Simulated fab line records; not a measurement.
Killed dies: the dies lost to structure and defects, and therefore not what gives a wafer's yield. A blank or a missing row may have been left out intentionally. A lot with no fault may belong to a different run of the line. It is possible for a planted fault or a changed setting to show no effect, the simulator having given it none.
Problem report in the 8D (eight disciplines) form, filled by code -- flow n5_finfet -- the parts of the form that need people (team, actions taken, sign-off) are left out

## 1. THE ISSUE
Wafers without a fault read 63 s, standard deviation 3.2; time_to_endpoint_s at N5_BEOL_M4_CMP_52 reads a mean of 44 s on 2 wafers belonging to 2 lots. Relative to the usual mean, that is a shift of -5.9 standard deviations.
The step: polishes, stops on SiOC, t overpolish 6.8 s, target thk 40 nm.
Seen first at day 13 08:02 on cmp-01, wafer L197.4. The record has a number at this step for 29 wafers belonging to 10 lots. Rule for "out", or "out of limits": more than 4 standard deviations from the usual mean. All remaining wafers that have a number are taken as sound.

## 2. WHAT IT IS; WHAT IT IS NOT
question,is,is not
which readings at this step,time_to_endpoint_s,motor_current_A
which lots,"L197, L199","L178, L179, L180, L181, L183, L184, L186, L187"
which wafers of those lots,"L197.4, L199.2","L197.1, L197.5, L199.6"
read on which tools,"cmp-01, cmp-04",cmp-03
when,from day 13 08:02,up to then (26 sound wafers); but 1 sound wafer of L199 came after

## 3. THE SUSPECTS, EACH WITH WHAT RULES IT OUT
Counting: any tool at a process step up to the reading remains a suspect provided it ran every lot that is out. Sound lots after the first of them don't rule it out here, since some wafers of a struck lot are sound.
- ecd_cu-02 at N5_BEOL_M4_ECD_50 (material Cu, target thk 300 nm): kept. Every lot that is out went through it, the first being L197 (day 13 07:40); the last sound lot it ran before that was L187 (day 10 02:26).
- rtp_anneal-01 at N5_BEOL_M4_ANNEAL_51 (time 90 s): kept. Every lot that is out went through it, the first being L197 (day 13 07:44); the last sound lot it ran before that was L187 (day 10 02:31).
The count leaves rtp_anneal-01 at N5_BEOL_M4_ANNEAL_51 and ecd_cu-02 at N5_BEOL_M4_ECD_50.

## 4. THE CAUSE (what the simulator had put in)
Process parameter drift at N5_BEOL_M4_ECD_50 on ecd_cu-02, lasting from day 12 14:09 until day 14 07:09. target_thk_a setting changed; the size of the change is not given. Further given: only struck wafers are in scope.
Counting left 2 suspects, and this tool is among them.

## 5. THE EFFECT CHAIN, in route order
One row per reading whose mean, taken over the struck wafers that have a number, lies over 3 standard deviations from the usual. Only readings for which the record gives a usual standard deviation are gone through. hours: the time from each lot's start at the first step in this table that gives one to its start at this step, as a median over the lots. sigmas: the change in usual standard deviations.
hours,step,reading,usual,on struck wafers,change,sigmas
0,N5_BEOL_M4_CMP_52,time_to_endpoint_s,63 s,44,-19,-5.9
Process steps it contains:
- N5_BEOL_M4_CMP_52: polishes, stops on SiOC, t overpolish 6.8 s, target thk 40 nm.
At these later measuring or inspecting steps, every struck wafer for which the step has a row has a number for every such reading, and none has moved that far: N5_BEOL_M4_RC_MEAS_101.

## 6. WHAT WOULD HAVE CAUGHT IT SOONER
In this record no reading fell out of limits until day 13 08:02, 18 hours after the fault had begun at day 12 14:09.
Among the 2 lots that are out, L199 began N5_BEOL_M4_ECD_50 on ecd_cu-02 after day 13 08:02. Putting the tool on hold at that point would have spared it.
